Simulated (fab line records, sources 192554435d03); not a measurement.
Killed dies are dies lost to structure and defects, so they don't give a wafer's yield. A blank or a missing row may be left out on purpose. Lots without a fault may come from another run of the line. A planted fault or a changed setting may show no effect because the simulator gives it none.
Which tool did it? | flow n5_finfet | 13 lots, 37 wafers sampled, at 4 steps of a route of 1938

WHAT THE GAUGES READ, wafer by wafer
N5_BEOL_M4_THK_MEAS_53: measures by xrf. Usual: M4_THK 39.8 nm, standard deviation 1.6.
lot  | measured     | on            | M4_THK (nm)    | flag
L580 | day 8 07:25  | film_metro-01 | 39.9 36.2 38.7 |
L582 | day 8 10:38  | film_metro-01 | 40.0 36.5 40.3 |
L584 | day 9 01:02  | film_metro-02 | 40.5 38.7 40.3 |
L586 | day 9 13:37  | film_metro-02 | 39.9 40.1 38.2 |
L589 | day 10 05:37 | film_metro-01 | 39.7 39.1 40.4 |
L588 | day 10 11:38 | film_metro-02 | 41.9 40.3 39.7 |
L590 | day 10 14:45 | film_metro-02 | 40.0 35.6 38.4 |
L591 | day 11 06:33 | film_metro-01 | 38.7 40.4 38.3 |
L594 | day 11 11:17 | film_metro-02 | 41.4 41.3 40.7 |
L593 | day 11 14:14 | film_metro-01 | 39.0 37.9 39.6 |
L595 | day 12 00:14 | film_metro-02 | 39.8 37.6 40.2 |
L600 | day 13 00:25 | film_metro-02 | 40.4           |
L602 | day 13 22:22 | film_metro-02 | 39.3 39.8 38.1 |

N5_BEOL_M5_CD_MEAS_11: target cd 27.74 nm. Usual: cd_nm 28.03 nm, standard deviation 0.27.
lot  | measured     | on        | cd_nm (nm)        | flag
L580 | day 8 10:53  | cd_sem-03 | 28.23 27.93 27.84 |
L582 | day 8 13:52  | cd_sem-03 | 27.95 27.71 27.69 |
L584 | day 9 04:41  | cd_sem-01 | 28.28 28.07 28.26 |
L586 | day 9 18:10  | cd_sem-03 | 28.03 28.33 28.22 |
L589 | day 10 08:39 | cd_sem-01 | 27.99 27.98 28.29 |
L588 | day 10 14:53 | cd_sem-03 | 27.63 28.00 27.98 |
L590 | day 10 18:44 | cd_sem-03 | 28.01 28.36 27.90 |
L591 | day 11 10:41 | cd_sem-02 | 28.61 27.70 27.88 |
L594 | day 11 14:26 | cd_sem-01 | 28.01 27.81 28.35 |
L593 | day 11 16:43 | cd_sem-03 | 27.80 28.19 27.93 |
L595 | day 12 03:46 | cd_sem-01 | 27.67 28.11 28.21 |
L600 | day 13 05:08 | cd_sem-02 | 27.98             |
L602 | day 14 01:03 | cd_sem-02 | 28.18 27.65 27.99 |

WHICH TOOL RAN EACH LOT (tool, then ch and the chambers of the sampled wafers, then the start)
lot  | N5_BEOL_M5_ILD_DEP_00           | N5_BEOL_M5_COAT_60
L580 | pecvd-04 ch 0,2, day 8 08:55    | litho_track-05 ch 0, day 8 10:37
L582 | pecvd-02 ch 0,1,2, day 8 11:55  | litho_track-01 ch 0, day 8 13:37
L584 | pecvd-02 ch 0,1,2, day 9 02:35  | litho_track-05 ch 0, day 9 04:26
L586 | pecvd-04 ch 0,2, day 9 14:57    | litho_track-05 ch 0, day 9 17:46
L589 | pecvd-02 ch 0,1, day 10 06:54   | litho_track-01 ch 0, day 10 08:23
L588 | pecvd-02 ch 0,1, day 10 12:56   | litho_track-04 ch 0, day 10 14:30
L590 | pecvd-03 ch 0,2, day 10 16:03   | litho_track-01 ch 0, day 10 18:21
L591 | pecvd-03 ch 0,1,2, day 11 07:52 | litho_track-04 ch 0, day 11 10:25
L594 | pecvd-03 ch 1,2, day 11 12:34   | litho_track-05 ch 0, day 11 14:02
L593 | pecvd-03 ch 0,1,2, day 11 15:31 | litho_track-05 ch 0, day 11 16:19
L595 | pecvd-04 ch 0,2, day 12 01:31   | litho_track-04 ch 0, day 12 03:31
L600 | pecvd-03 ch 0, day 13 02:01     | litho_track-05 ch 0, day 13 04:52
L602 | pecvd-04 ch 0,1,2, day 13 23:40 | litho_track-01 ch 0, day 14 00:36
- N5_BEOL_M5_ILD_DEP_00: deposits SiCOH lowk from DEMS/porogen, target thk 140.64 nm, time 25.9 s.
- N5_BEOL_M5_COAT_60: time 60 s, resist thk 12 nm.

WHAT THE TOOLS THEMSELVES READ (means of the sampled wafers that have a number; where no wafer has one, the mark that the record gives instead)
N5_BEOL_M5_ILD_DEP_00. Usual: heater_power_w 267 W, standard deviation 48; showerhead_plenum_p_Torr 5.740 Torr, standard deviation 0.017; throttle_valve_pct 14.1 %, standard deviation 0.63.
lot  | tool     | heater_power_w (W) | showerhead_plenum_p_Torr (Torr) | throttle_valve_pct (%) | flag
L580 | pecvd-04 | 271                | 5.724                           | 14.2                   |
L582 | pecvd-02 | 327                | 5.749                           | 14.0                   |
L584 | pecvd-02 | 323                | 5.753                           | 13.9                   |
L586 | pecvd-04 | 247                | 5.725                           | 14.3                   |
L589 | pecvd-02 | 315                | 5.754                           | 13.8                   |
L588 | pecvd-02 | 319                | 5.744                           | 13.7                   |
L590 | pecvd-03 | 246                | 5.741                           | 13.8                   |
L591 | pecvd-03 | 227                | 5.740                           | 14.3                   |
L594 | pecvd-03 | 271                | 5.732                           | 13.6                   |
L593 | pecvd-03 | 241                | 5.747                           | 14.2                   |
L595 | pecvd-04 | 247                | 5.725                           | 14.4                   |
L600 | pecvd-03 | 189                | 5.745                           | 15.0                   |
L602 | pecvd-04 | 250                | 5.734                           | 14.1                   |

N5_BEOL_M5_COAT_60. Usual: chill_plate_temp_C 23.01 C, standard deviation 0.094; spin_speed_rpm 1500.1 rpm, standard deviation 0.93.
lot  | tool           | chill_plate_temp_C (C) | spin_speed_rpm (rpm) | flag
L580 | litho_track-05 | 22.85                  | 1500.0               |
L582 | litho_track-01 | 22.97                  | 1499.6               |
L584 | litho_track-05 | 23.06                  | 1500.3               |
L586 | litho_track-05 | 23.05                  | 1501.7               |
L589 | litho_track-01 | 23.02                  | 1499.7               |
L588 | litho_track-04 | 23.13                  | 1500.5               |
L590 | litho_track-01 | 23.06                  | 1500.9               |
L591 | litho_track-04 | 23.07                  | 1500.5               |
L594 | litho_track-05 | 23.05                  | 1500.3               |
L593 | litho_track-05 | 23.08                  | 1500.4               |
L595 | litho_track-04 | 23.17                  | 1500.2               |
L600 | litho_track-05 | 23.19                  | 1404.0               | OFF
L602 | litho_track-01 | 23.02                  | 1500.2               |

THE ANSWER, worked out from the rows above alone
Rule: a lot is off if the mean of its wafers that have a number lies more than 3 standard deviations from the usual mean. A lot without any number at a reading at which 4 lots or more have one is off too. The other lots that the step has rows for count as sound. The gauges are gone through in route order, then the tools' own readings, and for those a lot's mean is taken as printed above. The first step at which some lot is off is used, and at that step the reading that is off furthest; a lot without a number counts as furthest.
Off: L600, at N5_BEOL_M5_COAT_60 (spin_speed_rpm).
A tool fits if, at that step or a process step before it, it ran every lot that is off, and no sound lot after the first of them. Can't be told from this: 2 tools fit, pecvd-03 at N5_BEOL_M5_ILD_DEP_00, litho_track-05 at N5_BEOL_M5_COAT_60.

WHAT THE SIMULATOR HAD PUT IN
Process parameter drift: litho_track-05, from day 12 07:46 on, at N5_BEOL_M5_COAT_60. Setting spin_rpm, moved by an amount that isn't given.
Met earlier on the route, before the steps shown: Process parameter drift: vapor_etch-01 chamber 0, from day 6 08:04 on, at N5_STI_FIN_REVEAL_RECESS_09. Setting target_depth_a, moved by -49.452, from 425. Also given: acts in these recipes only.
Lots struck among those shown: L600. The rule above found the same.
